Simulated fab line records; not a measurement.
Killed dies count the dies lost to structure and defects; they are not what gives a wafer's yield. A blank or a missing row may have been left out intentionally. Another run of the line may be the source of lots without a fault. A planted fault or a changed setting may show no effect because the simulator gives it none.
Which tool was responsible? | flow n5_finfet | 8 lots with 22 wafers sampled at 7 steps, on a route of 1938 steps

WHAT EACH GAUGE READ, for each wafer
N5_BEOL_M0_RS_MEAS_126: uses a four-point probe to measure. Usual: for M0_RS the level is 0.538 ohm/sq and the standard deviation is 0.023.
lot  | measured     | on            | M0_RS (ohm/sq)    | flag
L270 | day 7 06:54  | film_metro-02 | 0.511 0.540 0.552 |
L275 | day 7 14:25  | film_metro-01 | 0.670 0.615 0.659 | OFF
L276 | day 7 22:41  | film_metro-01 | 0.731 0.653 0.699 | OFF
L277 | day 7 23:26  | film_metro-01 | 0.559 0.520       |
L278 | day 8 07:50  | film_metro-01 | 0.531 0.566 0.554 |
L287 | day 10 17:29 | film_metro-01 | 0.531 0.524 0.537 |
L289 | day 11 09:56 | film_metro-01 | 0.517 0.532 0.513 |
L291 | day 12 04:24 | film_metro-02 | 0.537 0.541       |

N5_BEOL_M4_RC_MEAS_101. Usual: DIBL_N 36.0 mV/V, standard deviation 1.7; DIBL_P 36.2 mV/V, standard deviation 2.3; IOFF_N 0.16 nA/um, standard deviation 0.03; IOFF_P 0.21 nA/um, standard deviation 0.036; ION_N 679 uA/um, standard deviation 11; ION_P 465 uA/um, standard deviation 7.1; SS_N 71.4 mV/dec, standard deviation 0.58; SS_P 73.3 mV/dec, standard deviation 0.75; VT_N 249 mV, standard deviation 3.1; VT_P -251 mV, standard deviation 3.5.
lot  | measured     | on        | DIBL_N (mV/V)  | DIBL_P (mV/V)  | IOFF_N (nA/um) | IOFF_P (nA/um) | ION_N (uA/um) | ION_P (uA/um) | SS_N (mV/dec)  | SS_P (mV/dec)  | VT_N (mV)   | VT_P (mV)      | flag
L270 | day 8 21:14  | prober-01 | 33.9 32.7 35.4 | 33.3 31.5 35.5 | 0.14 0.12 0.15 | 0.19 0.17 0.21 | 673 665 683   | 461 459 467   | 71.0 70.9 70.4 | 73.1 72.2 72.8 | 248 252 249 | -250 -253 -249 |
L275 | day 9 15:16  | prober-02 | 36.0 36.5 37.4 | 36.1 37.2 38.2 | 0.16 0.17 0.18 | 0.22 0.23 0.25 | 680 685 682   | 466 469 469   | 71.1 71.6 72.0 | 73.6 73.7 74.6 | 250 247 248 | -249 -246 -248 |
L276 | day 9 22:01  | prober-01 | 34.9 34.2 36.1 | 34.8 34.3 35.9 | 0.15 0.13 0.17 | 0.19 0.19 0.21 | 675 670 683   | 465 454 465   | 71.7 71.1 72.0 | 73.6 73.6 73.6 | 249 251 249 | -253 -250 -251 |
L277 | day 9 18:01  | prober-01 | 37.9 38.0      | 40.0 40.4      | 0.17 0.19      | 0.19 0.20      | 677 688       | 452 453       | 72.1 72.6      | 74.2 74.5      | 251 248     | -259 -258      |
L278 | day 10 14:33 | prober-01 | 35.2 36.2 35.6 | 36.6 37.4 35.9 | 0.13 0.15 0.14 | 0.20 0.22 0.18 | 650 667 665   | 455 455 458   | 71.3 71.1 71.6 | 74.1 72.5 73.0 | 254 251 254 | -251 -250 -254 |
L287 | day 12 16:13 | prober-02 | 39.7 36.6 36.5 | 41.2 37.7 37.4 | 0.23 0.15 0.15 | 0.28 0.22 0.20 | 703 672 681   | 477 469 469   | 72.0 71.9 71.9 | 73.9 73.8 72.5 | 244 249 249 | -247 -250 -250 |
L289 | day 13 18:41 | prober-02 | 36.4 37.2 38.1 | 37.7 38.2 39.5 | 0.16 0.18 0.20 | 0.22 0.23 0.25 | 681 680 699   | 469 464 476   | 71.8 71.8 71.8 | 73.6 74.4 74.7 | 249 249 245 | -251 -252 -249 |
L291 | day 14 09:19 | prober-02 | 40.8 36.5      | 43.6 37.9      | 0.28 0.16      | 0.32 0.22      | 701 672       | 481 462       | 72.3 72.2      | 74.5 72.9      | 241 253     | -247 -250      |

WHICH TOOL RAN EACH LOT (tool, then ch and the chambers of the sampled wafers, then the start)
lot  | N5_MOL_CONTACT_COAG_DESCUM_45     | N5_MOL_CONTACT_COAG_ETCH_67        | N5_BEOL_M0_SAQP_PECVD_00       | N5_BEOL_M0_SAQP_PECVD_03        | N5_BEOL_M0_ETCH_109
L270 | rie_diel-05 ch 1,2, day 5 06:48   | rie_diel-01 ch 3, day 5 07:28      | pecvd-04 ch 0,2, day 6 07:41   | pecvd-01 ch 0,2, day 6 09:50    | rie_diel-05 ch 0,1,2, day 7 00:32
L275 | rie_diel-01 ch 1,2, day 6 19:14   | rie_diel-01 ch 1,2,3, day 6 19:38  | pecvd-01 ch 0,2, day 7 00:28   | pecvd-03 ch 0,1,2, day 7 00:40  | rie_diel-01 ch 0,1, day 7 10:14
L276 | rie_diel-01 ch 1,2,3, day 7 03:55 | rie_diel-01 ch 0,3, day 7 04:25    | pecvd-03 ch 1,2, day 7 09:02   | pecvd-03 ch 0,1,2, day 7 09:29  | rie_diel-05 ch 0,1,3, day 7 19:41
L277 | rie_diel-05 ch 0,3, day 7 05:07   | rie_diel-01 ch 1,2, day 7 05:29    | pecvd-01 ch 0,1, day 7 12:02   | pecvd-01 ch 0, day 7 13:44      | rie_diel-05 ch 0,1, day 7 20:50
L278 | rie_diel-06 ch 0,1,2, day 7 11:47 | rie_diel-01 ch 0,2,3, day 7 12:13  | pecvd-03 ch 0,1,2, day 7 16:50 | pecvd-01 ch 0,1,2, day 7 19:40  | rie_diel-05 ch 0,2,3, day 8 04:51
L287 | rie_diel-05 ch 0,2, day 9 18:55   | rie_diel-06 ch 1,2, day 9 19:16    | pecvd-03 ch 1,2, day 9 23:53   | pecvd-04 ch 0,2, day 10 03:27   | rie_diel-06 ch 1,2, day 10 13:37
L289 | rie_diel-06 ch 0,2, day 10 11:28  | rie_diel-05 ch 1,2,3, day 10 12:17 | pecvd-03 ch 0,2, day 10 16:56  | pecvd-04 ch 0,1,2, day 10 17:14 | rie_diel-06 ch 0,3, day 11 05:55
L291 | rie_diel-06 ch 3, day 11 03:26    | rie_diel-01 ch 3, day 11 03:49     | pecvd-03 ch 0,1, day 11 11:29  | pecvd-04 ch 0,1, day 11 14:52   | rie_diel-05 ch 0,2, day 12 00:21
- N5_MOL_CONTACT_COAG_DESCUM_45: chemistry O2, time 7 s.
- N5_MOL_CONTACT_COAG_ETCH_67: etches SOC in N2/H2, target depth 60 nm, overetch 21 nm, time 101.2 s.
- N5_BEOL_M0_SAQP_PECVD_00: deposits SiCN from 3MS/NH3, target thk 8 nm, time 14 s.
- N5_BEOL_M0_SAQP_PECVD_03: deposits SiCN from 3MS/NH3, target thk 12 nm, time 21.1 s.
- N5_BEOL_M0_ETCH_109: etches SiCN in CH3F/O2, target depth 8 nm, overetch 2.4 nm, time 27.4 s.

AS READ BY THE TOOLS THEMSELVES (means over the sampled wafers that have a number; for cases with no such wafer, the mark the record gives instead)
N5_MOL_CONTACT_COAG_DESCUM_45. Usual: drypump_motor_current_A 5.6 A, standard deviation 0.41; oes_product_au 0.81 a.u., standard deviation 0.091; rf_vpp_V 243.5 V, standard deviation 1.3; showerhead_plenum_p_Torr 2.12 Torr, standard deviation 0.071; throttle_valve_pct 20.44 %, standard deviation 0.17.
lot  | tool        | drypump_motor_current_A (A) | oes_product_au (a.u.) | rf_vpp_V (V) | showerhead_plenum_p_Torr (Torr) | throttle_valve_pct (%) | flag
L270 | rie_diel-05 | 5.9                         | 0.96                  | 242.7        | 2.05                            | 20.46                  |
L275 | rie_diel-01 | 5.3                         | 0.92                  | 244.0        | 2.15                            | 20.37                  |
L276 | rie_diel-01 | 5.5                         | 0.84                  | 244.5        | 2.15                            | 20.49                  |
L277 | rie_diel-05 | 6.0                         | 0.75                  | 244.1        | 2.13                            | 20.29                  |
L278 | rie_diel-06 | 5.5                         | 0.78                  | 244.1        | 2.10                            | 20.42                  |
L287 | rie_diel-05 | 5.8                         | 0.81                  | 242.8        | 2.09                            | 20.30                  |
L289 | rie_diel-06 | 5.3                         | 0.80                  | 245.1        | 2.17                            | 20.41                  |
L291 | rie_diel-06 | 5.1                         | 0.93                  | 243.6        | 2.16                            | 20.45                  |

N5_MOL_CONTACT_COAG_ETCH_67. Usual: drypump_motor_current_A 5.6 A, standard deviation 0.4; oes_product_au 0.68 a.u., standard deviation 0.074; rf_vpp_V 524.7 V, standard deviation 2; showerhead_plenum_p_Torr 2.57 Torr, standard deviation 0.071; throttle_valve_pct 17.80 %, standard deviation 0.2.
lot  | tool        | drypump_motor_current_A (A) | oes_product_au (a.u.) | rf_vpp_V (V) | showerhead_plenum_p_Torr (Torr) | throttle_valve_pct (%) | flag
L270 | rie_diel-01 | 5.6                         | 0.59                  | 527.1        | 2.63                            | 17.96                  |
L275 | rie_diel-01 | 5.5                         | 0.70                  | 525.2        | 2.60                            | 17.75                  |
L276 | rie_diel-01 | 5.5                         | 0.69                  | 526.0        | 2.59                            | 17.71                  |
L277 | rie_diel-01 | 5.5                         | 0.75                  | 524.6        | 2.58                            | 17.64                  |
L278 | rie_diel-01 | 5.3                         | 0.70                  | 525.2        | 2.59                            | 17.71                  |
L287 | rie_diel-06 | 5.9                         | 0.63                  | 522.1        | 2.50                            | 17.87                  |
L289 | rie_diel-05 | 6.0                         | 0.74                  | 523.0        | 2.52                            | 17.81                  |
L291 | rie_diel-01 | 5.6                         | 0.56                  | 525.4        | 2.60                            | 18.06                  |

N5_BEOL_M0_SAQP_PECVD_00. Usual: chamber_pressure_Torr 3.000 Torr, standard deviation 0.0063; rf_fwd_power_W 198.3 W, standard deviation 1; showerhead_plenum_p_Torr 3.668 Torr, standard deviation 0.016; showerhead_vpp_V 879 V, standard deviation 45; throttle_valve_pct 9.0 %, standard deviation 0.55.
lot  | tool     | chamber_pressure_Torr (Torr) | rf_fwd_power_W (W) | showerhead_plenum_p_Torr (Torr) | showerhead_vpp_V (V) | throttle_valve_pct (%) | flag
L270 | pecvd-04 | 2.998                        | 198.9              | 3.664                           | 918                  | 8.8                    |
L275 | pecvd-01 | -                            | -                  | -                               | -                    | -                      | OFF
L276 | pecvd-03 | -                            | -                  | -                               | -                    | -                      | OFF
L277 | pecvd-01 | 2.996                        | 198.3              | 3.648                           | 884                  | 9.4                    |
L278 | pecvd-03 | 2.996                        | 197.4              | 3.668                           | 871                  | 9.0                    |
L287 | pecvd-03 | 2.998                        | 197.8              | 3.678                           | 909                  | 9.0                    |
L289 | pecvd-03 | 3.003                        | 197.2              | 3.665                           | 842                  | 9.0                    |
L291 | pecvd-03 | 3.005                        | 197.9              | 3.684                           | 876                  | 9.1                    |

N5_BEOL_M0_SAQP_PECVD_03. Usual: chamber_pressure_Torr 3.000 Torr, standard deviation 0.0063; rf_fwd_power_W 198.8 W, standard deviation 0.87; showerhead_plenum_p_Torr 3.667 Torr, standard deviation 0.016; showerhead_vpp_V 879 V, standard deviation 45; throttle_valve_pct 9.0 %, standard deviation 0.56.
lot  | tool     | chamber_pressure_Torr (Torr) | rf_fwd_power_W (W) | showerhead_plenum_p_Torr (Torr) | showerhead_vpp_V (V) | throttle_valve_pct (%) | flag
L270 | pecvd-01 | 3.004                        | 199.7              | 3.653                           | 805                  | 9.0                    |
L275 | pecvd-03 | 2.996                        | 198.6              | 3.672                           | 876                  | 9.2                    |
L276 | pecvd-03 | 3.003                        | 198.2              | 3.670                           | 881                  | 9.0                    |
L277 | pecvd-01 | 3.005                        | 198.1              | 3.658                           | 877                  | 8.7                    |
L278 | pecvd-01 | 3.005                        | 198.9              | 3.647                           | 849                  | 9.3                    |
L287 | pecvd-04 | 3.001                        | 199.1              | 3.668                           | 916                  | 8.9                    |
L289 | pecvd-04 | 2.995                        | 199.3              | 3.675                           | 901                  | 8.9                    |
L291 | pecvd-04 | 3.008                        | 198.3              | 3.675                           | 868                  | 9.3                    |

N5_BEOL_M0_ETCH_109. Usual: O2_flow_sccm 20.00 sccm, standard deviation 0.061; drypump_motor_current_A 5.7 A, standard deviation 0.37; oes_product_au 0.71 a.u., standard deviation 0.071; rf_vpp_V 297.4 V, standard deviation 1.4; showerhead_plenum_p_Torr 2.00 Torr, standard deviation 0.061; throttle_valve_pct 16.24 %, standard deviation 0.18.
lot  | tool        | O2_flow_sccm (sccm) | drypump_motor_current_A (A) | oes_product_au (a.u.) | rf_vpp_V (V) | showerhead_plenum_p_Torr (Torr) | throttle_valve_pct (%) | flag
L270 | rie_diel-05 | 19.99               | 5.8                         | 0.75                  | 297.9        | 1.97                            | 16.16                  |
L275 | rie_diel-01 | 19.95               | 5.9                         | 0.32                  | 297.8        | 2.03                            | 16.22                  | OFF
L276 | rie_diel-05 | 20.04               | 6.0                         | 0.30                  | 297.1        | 2.01                            | 16.25                  | OFF
L277 | rie_diel-05 | 20.02               | 5.8                         | 0.74                  | 296.5        | 1.98                            | 16.11                  |
L278 | rie_diel-05 | 20.02               | 5.9                         | 0.66                  | 297.3        | 2.01                            | 16.29                  |
L287 | rie_diel-06 | 19.99               | 5.9                         | 0.63                  | 296.6        | 1.97                            | 16.32                  |
L289 | rie_diel-06 | 20.08               | 5.2                         | 0.74                  | 297.6        | 2.03                            | 16.31                  |
L291 | rie_diel-05 | 19.95               | 5.8                         | 0.68                  | 296.4        | 1.98                            | 16.23                  |

THE ANSWER, worked out from the rows above alone
Rule: a lot is off if the mean of its wafers that have a number lies more than 3 standard deviations from the usual mean. A lot without any number at a reading at which 4 lots or more have one is off too. All remaining lots with rows at the step are treated as sound. After the gauges, taken in route order, come the tools' own readings; for these a lot's mean is taken, as printed above. The first step at which some lot is off is used, and at that step the reading that is off furthest; a lot without a number counts as furthest.
Off: at N5_BEOL_M0_RS_MEAS_126 (M0_RS), L275, L276.
If a tool, at a process step before that reading, ran all the lots that are off and no sound lot after the first of them, it fits. The gauges at N5_BEOL_M0_RS_MEAS_126 aren't tried: what is off there is off at N5_BEOL_M0_SAQP_PECVD_00 too, on other tools, and a gauge's error can't cause that. 2 tools fit, rie_diel-01 at N5_MOL_CONTACT_COAG_DESCUM_45 and pecvd-03 at N5_BEOL_M0_SAQP_PECVD_03, so this cannot tell which one it is.

WHAT THE SIMULATOR HAD INSERTED
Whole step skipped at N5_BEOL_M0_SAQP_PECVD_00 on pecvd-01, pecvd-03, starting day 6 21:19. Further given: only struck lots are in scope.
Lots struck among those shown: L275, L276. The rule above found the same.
